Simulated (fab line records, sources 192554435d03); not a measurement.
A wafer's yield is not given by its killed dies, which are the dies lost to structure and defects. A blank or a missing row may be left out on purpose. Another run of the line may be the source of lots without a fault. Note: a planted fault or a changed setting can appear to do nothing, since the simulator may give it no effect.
fab line records	flow n5-finfet
record lots=7	wafers=21
route steps=1938 shown BEOL_M7@1273 BEOL_M8@1350 BEOL_M10@1488 BEOL_M11@1539
start-h: hours from the record's opening day to when the first of the lot's shown wafers began	wait-h: hours from the lot's prior step to this one	" the same as in the row above	L1.1+2: several wafers, shown together as one row	- value missing, or start not given	* or withheld: withheld	< > ~ a bound
route shown NAME@n: names a module that has steps shown in the file, with the first one's number in the route	usual: mean/standard deviation of fault-free wafers	same: alike in all rows	chamber/n: place in a boat	sites: the reading at each site	_std_site: standard deviation across them	_edge_site: outer sites' mean less inner sites'	radius-mm: for every site, how far away it sits from the centre of the wafer	mask NAME#n: copy n	behind: the most recent tool/chamber to have shaped the wafer	hold: why the lot went on hold/how many hours it stayed there/how the hold came to an end	device: whichever transistor did not switch (one of n, p or np)	end of line: the tests these same wafers got at the end of their route	where a step has no rows: the recipe by itself	killed: not the wafer's yield, but the dies lost to structure and defects at the first sort	map: per-die view of a wafer (x killed, . not killed, _ where there is no die)
set.NAME: setting as actually run; set.NAME@STEP: the setting as run at that earlier step	model.NAME: the simulator's own value behind a step, which no gauge read
lots whose settings were changed on purpose; a table a step, a row a wafer
## steps
# step N5_BEOL_M7_EXPOSE_08
# recipe mask-id=M7	na=1.35	source-shape=dipole	sigma-inner=0.817	sigma-outer=0.97	polarization=te	dose-mj=68.25
lot.wafer	tool	chamber	start-h	wait-h	mask	set.dose-mj
L075.2+6	arfi-scanner-02	0	217.08	-	M7#0	68.25
L075.4	"	0	"	"	M7#0	66.47
L078.2+4	arfi-scanner-01	0	265.83	-	M7#0	63.19
L078.6	"	0	"	"	M7#0	68.25
L080.3+4+6	arfi-scanner-01	0	288.42	-	M7#0	68.25
L076.3+6	arfi-scanner-01	0	333.49	-	M7#0	71.69
L076.4	"	0	"	"	M7#0	68.25
L090.2+3+6	arfi-scanner-01	0	338.85	-	M7#0	68.25
L091.2+3+5	arfi-scanner-02	0	357.66	-	M7#0	68.25
L088.2+6	arfi-scanner-01	0	361.45	-	M7#0	68.25
L088.5	"	0	"	"	M7#0	63.72
# step N5_BEOL_M7_PEB_09
# recipe peb-temp-c=withheld	peb-time-s=60	resist=CAR-ArF
# step N5_BEOL_M7_DEVELOP_10
# recipe develop-time-s=30	developer=TMAH	resist=CAR-ArF	rinse-liquid=diw	dry=air-spin	dev-temp-c=23
# step N5_BEOL_M7_CD_MEAS_11
# recipe target-cd-nm=38.5	landing-energy-ev=500	detector=se-inlens	polarity=opening
# usual cd-nm=38.7/0.53
lot.wafer	tool	chamber	start-h	wait-h	set.dose-mj@BEOL_M7_EXPOSE_08	cd-nm
L075.2	cd-sem-02	0	217.20	-	68.25	38.9
L075.4	"	0	"	"	66.47	37.6
L075.6	"	0	"	"	68.25	39.4
L078.2	cd-sem-01	0	265.95	-	63.19	35.0
L078.4	"	0	"	"	63.19	34.5
L078.6	"	0	"	"	68.25	39.1
L080.3	cd-sem-03	0	288.54	-	68.25	38.8
L080.4	"	0	"	"	68.25	39.5
L080.6	"	0	"	"	68.25	38.1
L076.3	cd-sem-02	0	333.60	-	71.69	41.6
L076.4	"	0	"	"	68.25	39.0
L076.6	"	0	"	"	71.69	41.6
L090.2	cd-sem-03	0	338.97	-	68.25	38.7
L090.3	"	0	"	"	68.25	38.3
L090.6	"	0	"	"	68.25	38.9
L091.2	cd-sem-03	0	357.79	-	68.25	38.1
L091.3	"	0	"	"	68.25	38.5
L091.5	"	0	"	"	68.25	37.6
L088.2	cd-sem-03	0	361.57	-	68.25	38.3
L088.5	"	0	"	"	63.72	36.3
L088.6	"	0	"	"	68.25	38.5
# step N5_BEOL_M7_DESCUM_16
# recipe chemistry=O2	time-s=7.9	source-power-w=50	bias-power-w=20	pressure-mtorr=20	rf-frequency-hz=2.712e+07	temp-c=40	resist=CAR-ArF	o2-flow-sccm=225
# step N5_BEOL_M7_ETCH_61
# recipe chemistry=CF4	target=SiARC	target-depth-a=455	mask-material=CAR-ArF	time-s=75.8	ion-energy-ev=80	pressure-mtorr=40	source-w=545	bias-w=36	Ar_flow_sccm=100	cf4-flow-sccm=100	ends=cleared
lot.wafer	tool	chamber	start-h	wait-h	set.dose-mj@BEOL_M7_EXPOSE_08	model.BEOL_M7.cd-offset-nm
L075.2	rie-diel-06	3	217.48	0.0	68.25	0.4
L075.4	"	0	"	"	66.47	-0.4
L075.6	"	3	"	"	68.25	0.6
L078.2	rie-diel-04	2	266.07	0.0	63.19	-3.6
L078.4	"	0	"	"	63.19	-4
L078.6	"	3	"	"	68.25	0
L080.3	rie-diel-04	2	288.66	0.0	68.25	0.2
L080.4	"	0	"	"	68.25	1
L080.6	"	0	"	"	68.25	0
L076.3	rie-diel-04	3	334.20	0.0	71.69	3.4
L076.4	"	1	"	"	68.25	0.6
L076.6	"	2	"	"	71.69	3.2
L090.2	rie-diel-06	3	340.61	0.0	68.25	0
L090.3	"	1	"	"	68.25	-0.2
L090.6	"	0	"	"	68.25	0.6
L091.2+5	rie-diel-04	3	357.91	0.0	68.25	-0.2
L091.3	"	1	"	"	68.25	0.2
L088.2	rie-diel-04	3	361.69	0.0	68.25	0
L088.5	"	1	"	"	63.72	-2.4
L088.6	"	2	"	"	68.25	-0.2
# step N5_BEOL_M7_ETCH_62
# recipe chemistry=N2/H2	target=SOC	target-depth-a=1100	overetch-a=220	mask-material=SiARC	temp-c=40	time-s=165	ion-energy-ev=200	pressure-mtorr=30	source-w=840	bias-w=150	n2-flow-sccm=200	h2-flow-sccm=200
lot.wafer	tool	chamber	start-h	wait-h	set.dose-mj@BEOL_M7_EXPOSE_08	model.BEOL_M7.cd-offset-nm
L075.2+6	rie-diel-06	3	217.53	0.0	68.25	0.4
L075.4	"	0	"	"	66.47	-0.6
L078.2	rie-diel-04	2	266.13	0.0	63.19	-4
L078.4	"	0	"	"	63.19	-3.8
L078.6	"	3	"	"	68.25	-0.2
L080.3+6	rie-diel-04	2,0	288.71	0.0	68.25	0
L080.4	"	0	"	"	68.25	0.8
L076.3	rie-diel-04	3	334.26	0.0	71.69	3.8
L076.4	"	1	"	"	68.25	1
L076.6	"	2	"	"	71.69	3.2
L090.2+6	rie-diel-06	3,0	340.66	0.0	68.25	0.2
L090.3	"	1	"	"	68.25	-0.4
L091.2	rie-diel-04	3	357.97	0.0	68.25	0
L091.3	"	1	"	"	68.25	0.4
L091.5	"	3	"	"	68.25	-0.2
L088.2	rie-diel-04	3	361.75	0.0	68.25	0.6
L088.5	"	1	"	"	63.72	-2
L088.6	"	2	"	"	68.25	-0.6
# step N5_BEOL_M7_STRIP_19
# recipe chemistry=O2	power-w=400	temp-c=40	pressure-mtorr=30	rf-frequency-hz=6e+07	bias-power-w=0	overash-fraction=0.2	o2-flow-sccm=225
lot.wafer	tool	chamber	start-h	wait-h	set.pressure-mtorr
L075.2+4+6	rie-diel-06	1,3,2	217.84	0.1	23.4
L078.2+4+6	rie-diel-06	1,0,1	266.42	0.1	30
L080.3+4+6	rie-diel-04	1,3,3	289.01	0.1	30
L076.3+4+6	rie-diel-06	3,3,1	334.66	0.2	27.35
L090.2+3+6	rie-diel-06	1,3,0	341.94	0.2	30
L091.2+3+5	rie-diel-04	0,3,0	358.26	0.1	27.53
L088.2+5+6	rie-diel-06	2,1,0	362.04	0.1	30
# step N5_BEOL_M7_CD_MEAS_18
# recipe pitch-nm=80	target-cd-nm=40
# usual cd-nm=40.4/0.64
lot.wafer	tool	chamber	start-h	wait-h	set.dose-mj@BEOL_M7_EXPOSE_08	cd-nm
L075.2	cd-sem-02	-	217.91	0.1	68.25	40.2
L075.4	"	-	"	"	66.47	39.0
L075.6	"	-	"	"	68.25	40.6
L078.2	cd-sem-02	-	266.50	0.1	63.19	36.2
L078.4	"	-	"	"	63.19	36.1
L078.6	"	-	"	"	68.25	39.8
L080.3	cd-sem-01	-	289.09	0.1	68.25	39.9
L080.4	"	-	"	"	68.25	41.0
L080.6	"	-	"	"	68.25	40.4
L076.3	cd-sem-02	-	334.73	0.1	71.69	43.9
L076.4	"	-	"	"	68.25	41.3
L076.6	"	-	"	"	71.69	43.3
L090.2	cd-sem-02	-	342.01	0.1	68.25	40.5
L090.3	"	-	"	"	68.25	39.5
L090.6	"	-	"	"	68.25	40.0
L091.2	cd-sem-03	-	358.34	0.1	68.25	39.8
L091.3	"	-	"	"	68.25	40.5
L091.5	"	-	"	"	68.25	40.0
L088.2	cd-sem-01	-	362.12	0.1	68.25	40.4
L088.5	"	-	"	"	63.72	37.9
L088.6	"	-	"	"	68.25	39.4
# step N5_BEOL_M7_COAT_63
# recipe resist=SOC	temp-c=250	time-s=60	spin-rpm=1500	resist-thk-nm=60
# step N5_BEOL_M7_COAT_64
# recipe resist=SiARC	temp-c=220	time-s=60	spin-rpm=1500	resist-thk-nm=12
# step N5_BEOL_M7_PRECLEAN_42
# recipe chemistry=residue-remover	time-s=60	temp-c=40
# step N5_BEOL_M7_SRD_43
# recipe time-s=30	temp-c=23	rinse-liquid=diw	dry=ipa-marangoni
# step N5_BEOL_M7_CD_MEAS_35
# recipe target-cd-nm=40	polarity=opening
# usual cd-nm=40.4/0.69
lot.wafer	tool	chamber	start-h	wait-h	set.dose-mj@BEOL_M7_EXPOSE_08	cd-nm
L075.2	cd-sem-02	-	221.70	0.0	68.25	40.5
L075.4	"	-	"	"	66.47	38.9
L075.6	"	-	"	"	68.25	40.6
L078.2	cd-sem-02	-	269.13	0.0	63.19	35.9
L078.4	"	-	"	"	63.19	36.5
L078.6	"	-	"	"	68.25	39.6
L080.3	cd-sem-03	-	291.06	0.0	68.25	39.9
L080.4	"	-	"	"	68.25	40.6
L080.6	"	-	"	"	68.25	40.2
L076.3	cd-sem-02	-	336.71	0.0	71.69	44.4
L076.4	"	-	"	"	68.25	41.1
L076.6	"	-	"	"	71.69	43.1
L090.2	cd-sem-03	-	344.24	0.0	68.25	40.2
L090.3	"	-	"	"	68.25	39.9
L090.6	"	-	"	"	68.25	40.5
L091.2	cd-sem-03	-	359.62	0.0	68.25	39.7
L091.3	"	-	"	"	68.25	40.1
L091.5	"	-	"	"	68.25	40.2
L088.2	cd-sem-01	-	365.17	0.0	68.25	40.7
L088.5	"	-	"	"	63.72	37.9
L088.6	"	-	"	"	68.25	39.7
# step N5_BEOL_M8_ETCH_62
# recipe chemistry=N2/H2	target=SOC	target-depth-a=1100	overetch-a=220	mask-material=SiARC	temp-c=40	time-s=165	ion-energy-ev=200	pressure-mtorr=30	source-w=840	bias-w=150	n2-flow-sccm=200	h2-flow-sccm=200
# usual rf-vpp-V=522.8/2.6
lot.wafer	tool	chamber	start-h	wait-h	set.bias-w	rf-vpp-V	model.SiARC_of_BEOL_M8_COAT_60.thk-nm
L075.2	rie-diel-03	1	226.56	0.0	140.4	504.4	29.2
L075.4	"	2	"	"	140.4	503.8	28.8
L075.6	"	1	"	"	150	524.7	28.6
L078.2	rie-diel-05	2	273.69	0.0	150	527.4	28
L078.4	"	1	"	"	169.6	564.2	27.4
L078.6	"	3	"	"	169.6	564.9	27.4
L080.3	rie-diel-01	2	296.65	0.0	150	525.8	28.4
L080.4	"	3	"	"	150	517.6	28.4
L080.6	"	0	"	"	150	522.0	28.8
L076.3	rie-diel-03	0	343.79	0.0	168	559.1	27.6
L076.4	"	2	"	"	150	524.4	28.4
L076.6	"	3	"	"	168	564.0	27.2
L090.2	rie-diel-03	2	353.72	0.0	150	525.0	28.4
L090.3	"	1	"	"	150	525.0	28.8
L090.6	"	0	"	"	150	520.9	28.6
L091.2	rie-diel-03	2	365.59	0.0	133.7	487.8	29.4
L091.3	"	1	"	"	150	526.4	28.6
L091.5	"	3	"	"	150	524.2	28.2
L088.2	rie-diel-03	0	370.30	0.0	150	521.0	28.4
L088.5	"	2	"	"	127.2	472.1	29.6
L088.6	"	1	"	"	150	524.5	28.6
# step N5_BEOL_M8_COAT_22
# recipe resist=CAR-EUV	spin-rpm=1500	resist-thk-nm=30
lot.wafer	tool	chamber	start-h	wait-h	set.spin-rpm	model.CAR-EUV_of_BEOL_M8_COAT_22.thk-nm
L075.2	litho-track-03	0	-	-	1570	29.4
L075.4	"	0	"	"	1500	30
L075.6	"	0	"	"	1500	30.2
L078.2+4+6	litho-track-02	0	-	-	1500	30
L080.3+4+6	litho-track-04	0	-	-	1500	30
L076.3+6	litho-track-03	0	-	-	1500	30
L076.4	"	0	"	"	1614	29
L090.2+6	litho-track-03	0	-	-	1500	30.2
L090.3	"	0	"	"	1631	28.8
L091.2+5	litho-track-04	0	-	-	1500	29.8
L091.3	"	0	"	"	1500	30
L088.2	litho-track-02	0	-	-	1500	30
L088.5+6	"	0	"	"	1390	31.2
# step N5_BEOL_M8_EBR_24
# recipe solvent=PGMEA	ebr-width-mm=1.5
# step N5_BEOL_M8_SOFTBAKE_23
# recipe temp-c=110	time-s=60	resist=CAR-EUV
# step N5_BEOL_M8_EXPOSE_25
# recipe mask-id=V7	na=0.33	source-shape=annular	sigma-inner=0.4	sigma-outer=0.8	polarization=unpolarized	target-cd-nm=40	dose-mj=42.5
# step N5_BEOL_M8_PEB_26
# recipe peb-temp-c=100	peb-time-s=60	resist=CAR-EUV
# step N5_BEOL_M8_DEVELOP_27
# recipe develop-time-s=30	developer=TMAH	resist=CAR-EUV	rinse-liquid=surfactant-rinse	dry=air-spin	dev-temp-c=23
lot.wafer	tool	chamber	start-h	wait-h	set.spin-rpm@BEOL_M8_COAT_22	model.CAR-EUV_of_BEOL_M8_COAT_22.thk-nm
L075.2	litho-track-03	0	-	-	1570	29
L075.4+6	"	0	"	"	1500	29.6
L078.2+4	litho-track-04	0	-	-	1500	29.6
L078.6	"	0	"	"	1500	29.4
L080.3+4+6	litho-track-02	0	-	-	1500	29.6
L076.3+6	litho-track-04	0	-	-	1500	29.6
L076.4	"	0	"	"	1614	28.6
L090.2+6	litho-track-02	0	-	-	1500	29.6
L090.3	"	0	"	"	1631	28.4
L091.2+3+5	litho-track-04	0	-	-	1500	29.4
L088.2	litho-track-02	0	-	-	1500	29.6
L088.5+6	"	0	"	"	1390	30.8
# step N5_BEOL_M8_DESCUM_33
# recipe chemistry=O2	time-s=7	source-power-w=50	bias-power-w=20	pressure-mtorr=20	rf-frequency-hz=2.712e+07	temp-c=40	resist=CAR-EUV	o2-flow-sccm=225
# step N5_BEOL_M8_ETCH_72
# recipe chemistry=N2/H2	target=underlayer	target-depth-a=65	mask-material=CAR-EUV	time-s=5.2	ion-energy-ev=200	pressure-mtorr=30	source-w=840	bias-w=150	n2-flow-sccm=200	h2-flow-sccm=200	ends=cleared
lot.wafer	tool	chamber	start-h	wait-h	set.spin-rpm@BEOL_M8_COAT_22	model.CAR-EUV_of_BEOL_M8_COAT_22.thk-nm
L075.2	rie-diel-03	1	229.14	0.0	1570	19.8
L075.4	"	1	"	"	1500	20.2
L075.6	"	2	"	"	1500	20.4
L078.2	rie-diel-03	3	275.51	0.0	1500	20.4
L078.4+6	"	1,3	"	"	1500	20.2
L080.3	rie-diel-01	1	298.81	0.0	1500	20.2
L080.4+6	"	0,2	"	"	1500	20.4
L076.3	rie-diel-05	2	346.17	0.0	1500	20.2
L076.4	"	0	"	"	1614	19.4
L076.6	"	1	"	"	1500	20.4
L090.2+6	rie-diel-05	1,0	355.85	0.0	1500	20.4
L090.3	"	3	"	"	1631	19.2
L091.2+3+5	rie-diel-05	1,3,0	366.66	0.0	1500	20.2
L088.2	rie-diel-03	0	374.15	0.0	1500	20.4
L088.5+6	"	2,1	"	"	1390	21.4
# step N5_BEOL_M8_ETCH_65
# recipe chemistry=CF4	target=SiARC	target-depth-a=156	mask-material=CAR-EUV	time-s=26	ion-energy-ev=80	pressure-mtorr=40	source-w=545	bias-w=36	Ar_flow_sccm=100	cf4-flow-sccm=100	ends=cleared
lot.wafer	tool	chamber	start-h	wait-h	set.spin-rpm@BEOL_M8_COAT_22	model.CAR-EUV_of_BEOL_M8_COAT_22.thk-nm
L075.2	rie-diel-03	1	229.16	0.0	1570	10.6
L075.4	"	1	"	"	1500	11
L075.6	"	2	"	"	1500	11.2
L078.2	rie-diel-03	0	275.53	0.0	1500	11.2
L078.4+6	"	2,0	"	"	1500	11
L080.3	rie-diel-01	1	298.82	0.0	1500	11
L080.4+6	"	0,2	"	"	1500	11.2
L076.3+6	rie-diel-05	2,1	346.19	0.0	1500	11
L076.4	"	0	"	"	1614	10.2
L090.2+6	rie-diel-05	1,0	355.87	0.0	1500	11.2
L090.3	"	3	"	"	1631	10
L091.2+3+5	rie-diel-05	1,3,0	366.68	0.0	1500	11
L088.2	rie-diel-03	0	374.17	0.0	1500	11.2
L088.5+6	"	2,1	"	"	1390	12.2
# step N5_BEOL_M8_DEP_56
# recipe material=SiCN	target-thk-a=100	temp-c=withheld	precursor=3MS/NH3	pressure-torr=3	rf-w=202	time-s=17.5
lot.wafer	tool	chamber	start-h	wait-h	set.time-s	model.SiCN_of_BEOL_M8_DEP_56.thk-nm
L075.2+4	pecvd-01	2	231.53	0.0	17.5	10
L075.6	"	0	"	"	18.92	10.8
L078.2	pecvd-01	0	279.88	0.0	17.5	9.8
L078.4	"	0	"	"	17.5	10.2
L078.6	"	2	"	"	17.5	10
L080.3+4	pecvd-03	2	301.93	0.0	17.5	9.8
L080.6	"	0	"	"	17.5	10.2
L076.3	pecvd-02	0	348.72	0.0	17.5	10.2
L076.4	"	0	"	"	17.5	10.6
L076.6	"	1	"	"	18.99	11
L090.2+6	pecvd-01	1	359.12	0.0	17.5	10
L090.3	"	2	"	"	17.5	9.8
L091.2+3	pecvd-03	2,0	370.65	0.0	17.5	9.6
L091.5	"	2	"	"	17.5	9.8
L088.2	pecvd-02	2	377.00	0.0	16.27	9.2
L088.5	"	1	"	"	17.5	10.2
L088.6	"	0	"	"	16.27	9.4
# step N5_BEOL_M10_ETCH_62
# recipe chemistry=N2/H2	target=SOC	target-depth-a=1100	overetch-a=220	mask-material=SiARC	temp-c=40	time-s=165	ion-energy-ev=200	pressure-mtorr=30	source-w=840	bias-w=150	n2-flow-sccm=200	h2-flow-sccm=200
lot.wafer	tool	chamber	start-h	wait-h	set.time-s	model.SiARC_of_BEOL_M10_COAT_60.thk-nm
L075.2	rie-diel-03	0	243.92	0.0	165	23.4
L075.4	"	1	"	"	165	23.6
L075.6	"	0	"	"	147.9	24.2
L078.2	rie-diel-03	2	291.76	0.0	165	23.6
L078.4	"	3	"	"	191	22.2
L078.6	"	1	"	"	165	23.8
L080.3+4	rie-diel-05	3,1	315.62	0.0	165	23.6
L080.6	"	1	"	"	165	23.8
L076.3	rie-diel-03	3	361.85	0.0	165	23.4
L076.4	"	1	"	"	165	23.8
L076.6	"	3	"	"	134.5	24.6
L090.2	rie-diel-03	3	370.04	0.0	165	23.4
L090.3	"	0	"	"	196.6	22.4
L090.6	"	2	"	"	165	23.6
L091.2+3	rie-diel-05	3,1	384.69	0.0	165	23.6
L091.5	"	0	"	"	165	23.8
L088.2	rie-diel-01	2	389.26	0.0	195.2	22.2
L088.5	"	0	"	"	165	24.2
L088.6	"	3	"	"	165	23.6
# step N5_BEOL_M10_STRIP_68
# recipe chemistry=N2/H2	temp-c=40	n2-flow-sccm=200	h2-flow-sccm=200	rf-frequency-hz=6e+07
# step N5_BEOL_M10_STRIP_67
# recipe chemistry=CF4	resist=SiARC	power-w=300	bias-power-w=75	pressure-mtorr=50	cf4-flow-sccm=150	rf-frequency-hz=6e+07
# step N5_BEOL_M10_HM_OPEN_17
# recipe chemistry=Cl2/BCl3	target-depth-a=200	overetch-a=60	target=TiN	mask-material=SOC	ion-energy-ev=150	pressure-mtorr=10	icp-w=1000	bias-w=126	Cl2_flow_sccm=53.25	bcl3-flow-sccm=21.75	Ar_flow_sccm=25
lot.wafer	tool	chamber	start-h	wait-h	set.time-s@BEOL_M10_ETCH_62	model.etch.depth-nm
L075.2	rie-metal-03	0	244.10	0.0	165	19.59
L075.4	"	0	"	"	165	19.5
L075.6	"	0	"	"	147.9	19.59
L078.2	rie-metal-03	0	291.98	0.1	165	20.08
L078.4	"	0	"	"	191	17.47
L078.6	"	0	"	"	165	20.31
L080.3	rie-metal-01	1	315.84	0.1	165	19.82
L080.4	"	0	"	"	165	20
L080.6	"	0	"	"	165	19.85
L076.3	rie-metal-03	0	362.07	0.1	165	19.93
L076.4	"	1	"	"	165	19.82
L076.6	"	0	"	"	134.5	19.7
L090.2	rie-metal-02	1	370.22	0.0	165	19.53
L090.3	"	0	"	"	196.6	16.68
L090.6	"	1	"	"	165	19.55
L091.2	rie-metal-03	0	384.88	0.0	165	20.15
L091.3	"	1	"	"	165	19.9
L091.5	"	1	"	"	165	19.56
L088.2	rie-metal-03	0	389.44	0.0	195.2	16.78
L088.5	"	1	"	"	165	19.97
L088.6	"	0	"	"	165	19.82
# step N5_BEOL_M10_COAT_22
# recipe resist=CAR-ArF	spin-rpm=1500	resist-thk-nm=90
lot.wafer	tool	chamber	start-h	wait-h	set.spin-rpm	model.CAR-ArF_of_BEOL_M10_COAT_22.thk-nm
L075.2	litho-track-01	0	-	-	1500	89.8
L075.4+6	"	0	"	"	1662	85.6
L078.2+6	litho-track-02	0	-	-	1635	86.4
L078.4	"	0	"	"	1500	90.4
L080.3	litho-track-03	0	-	-	1500	90.2
L080.4	"	0	"	"	1500	90
L080.6	"	0	"	"	1500	89.6
L076.3	litho-track-03	0	-	-	1500	90.4
L076.4+6	"	0	"	"	1500	90.2
L090.2+3	litho-track-03	0	-	-	1500	90.4
L090.6	"	0	"	"	1500	90.2
L091.2+3	litho-track-03	0	-	-	1500	90
L091.5	"	0	"	"	1379	94
L088.2+5	litho-track-01	0	-	-	1500	90.2
L088.6	"	0	"	"	1500	90
# step N5_BEOL_M11_PECVD_70
# recipe material=SiO2	target-thk-a=200	temp-c=400	precursor=TEOS/O2	pressure-torr=5.5	rf-w=450	teos-flow-sccm=53.8	gas=O2	flow-sccm=3000	time-s=22.7
lot.wafer	tool	chamber	start-h	wait-h	set.time-s	model.SiO2_of_BEOL_M11_PECVD_70.thk-nm
L075.2	pecvd-04	0	251.19	0.0	22.7	19.4
L075.4	"	1	"	"	22.7	19.6
L075.6	"	0	"	"	22.7	19.8
L078.2	pecvd-01	1	298.62	0.0	22.7	19.6
L078.4	"	1	"	"	25.63	23
L078.6	"	0	"	"	22.7	20.6
L080.3+4+6	pecvd-04	2,1,2	320.78	0.0	22.7	20.2
L076.3	pecvd-02	2	368.72	0.0	22.7	20.4
L076.4	"	1	"	"	19.97	17.6
L076.6	"	2	"	"	19.97	18.2
L090.2	pecvd-01	2	378.22	0.0	19.7	17.4
L090.3	"	0	"	"	19.7	17.6
L090.6	"	1	"	"	22.7	20.4
L091.2	pecvd-02	0	392.18	0.0	22.7	19.8
L091.3	"	0	"	"	22.7	20.2
L091.5	"	2	"	"	22.7	20.4
L088.2	pecvd-01	1	394.76	0.0	20.49	18
L088.5	"	0	"	"	20.49	18.2
L088.6	"	1	"	"	22.7	20.2
## key
split step=N5_BEOL_M7_EXPOSE_08	setting=dose-mj	stated=68.25	by=wafer
response step=N5_BEOL_M7_CD_MEAS_11	reading=cd-nm	change=+0.48	per=1%	r=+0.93
response step=N5_BEOL_M7_ETCH_61	reading=model.BEOL_M7.cd-offset-nm	change=+0.453	per=1%	r=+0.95
response step=N5_BEOL_M7_ETCH_62	reading=model.BEOL_M7.cd-offset-nm	change=+0.426	per=1%	r=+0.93
response step=N5_BEOL_M7_CD_MEAS_18	reading=cd-nm	change=+0.422	per=1%	r=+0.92
response step=N5_BEOL_M7_CD_MEAS_35	reading=cd-nm	change=+0.445	per=1%	r=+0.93
split step=N5_BEOL_M7_STRIP_19	setting=pressure-mtorr	stated=30	by=lot
response none clear
split step=N5_BEOL_M8_ETCH_62	setting=bias-w	stated=150	by=wafer
response step=N5_BEOL_M8_ETCH_62	reading=rf-vpp-V	change=+3.18	per=1%	r=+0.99
response step=N5_BEOL_M8_ETCH_62	reading=model.SiARC_of_BEOL_M8_COAT_60.thk-nm	change=-0.0709	per=1%	r=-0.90
split step=N5_BEOL_M8_COAT_22	setting=spin-rpm	stated=1500	by=wafer
response step=N5_BEOL_M8_COAT_22	reading=model.CAR-EUV_of_BEOL_M8_COAT_22.thk-nm	change=-0.152	per=1%	r=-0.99
response step=N5_BEOL_M8_DEVELOP_27	reading=model.CAR-EUV_of_BEOL_M8_COAT_22.thk-nm	change=-0.142	per=1%	r=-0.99
response step=N5_BEOL_M8_ETCH_72	reading=model.CAR-EUV_of_BEOL_M8_COAT_22.thk-nm	change=-0.129	per=1%	r=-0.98
response step=N5_BEOL_M8_ETCH_65	reading=model.CAR-EUV_of_BEOL_M8_COAT_22.thk-nm	change=-0.125	per=1%	r=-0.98
split step=N5_BEOL_M8_DEP_56	setting=time-s	stated=17.5	by=wafer
response step=N5_BEOL_M8_DEP_56	reading=model.SiCN_of_BEOL_M8_DEP_56.thk-nm	change=+0.0955	per=1%	r=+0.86
split step=N5_BEOL_M10_ETCH_62	setting=time-s	stated=165	by=wafer
response step=N5_BEOL_M10_ETCH_62	reading=model.SiARC_of_BEOL_M10_COAT_60.thk-nm	change=-0.0726	per=1%	r=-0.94
response step=N5_BEOL_M10_HM_OPEN_17	reading=model.etch.depth-nm	shape=bent	at-lowest=19.7	at-stated=19.84	at-highest=16.68
split step=N5_BEOL_M10_COAT_22	setting=spin-rpm	stated=1500	by=wafer
response step=N5_BEOL_M10_COAT_22	reading=model.CAR-ArF_of_BEOL_M10_COAT_22.thk-nm	change=-0.433	per=1%	r=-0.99
split step=N5_BEOL_M11_PECVD_70	setting=time-s	stated=22.7	by=wafer
response step=N5_BEOL_M11_PECVD_70	reading=model.SiO2_of_BEOL_M11_PECVD_70.thk-nm	change=+0.217	per=1%	r=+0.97
